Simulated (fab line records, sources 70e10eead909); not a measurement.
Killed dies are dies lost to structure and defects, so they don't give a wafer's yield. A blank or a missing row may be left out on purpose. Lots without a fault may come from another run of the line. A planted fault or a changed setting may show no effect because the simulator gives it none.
Chamber matching | flow nand_harc | NHARC_A_SGD_CUT_DEP_00 on pecvd-04: 3 sister chambers
The step deposits SiNx, target thk 50 nm. 3 wafers are shown with their chamber, then 8 later ones without.

WAFERS WITH THEIR CHAMBER
wafer  | chamber | heater_power_w (W)
L603.4 | 1       | 657
L603.6 | 2       | 610
L607.2 | 0       | 749

WAFERS WITHOUT THEIR CHAMBER
wafer  | heater_power_w (W)
L607.3 | 743
L607.4 | 738
L606.3 | 703
L606.5 | 651
L606.6 | 657
L608.1 | 579
L608.2 | 752
L608.5 | 750

WHICH CHAMBER EACH WENT THROUGH
wafer  | from the rows above     | in truth
L607.3 | 0                       | 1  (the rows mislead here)
L607.4 | 0                       | 0
L606.3 | can't be placed: 0 or 1 | 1
L606.5 | can't be placed: 1 or 2 | 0
L606.6 | 1                       | 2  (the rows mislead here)
L608.1 | 2                       | 2
L608.2 | 0                       | 0
L608.5 | 0                       | 0
Placed correctly: 4 of 8. Can't be placed from these rows: 2 (the true chamber is among the candidates in 1). Placed wrongly: 2.
How it was worked out, from the rows above alone: a wafer's distance from a chamber is the root of the sum, over the readings, of the square of ((its reading less the chamber's mean) divided by the reading's scatter). The wafer belongs to the nearest chamber; if the next one is less than 2 further off, it can't be placed. A chamber's mean is the mean of its shown wafers. The scatter: with one shown wafer a chamber, the root of the mean of the squares of how far each hidden wafer lies from its nearest shown one.
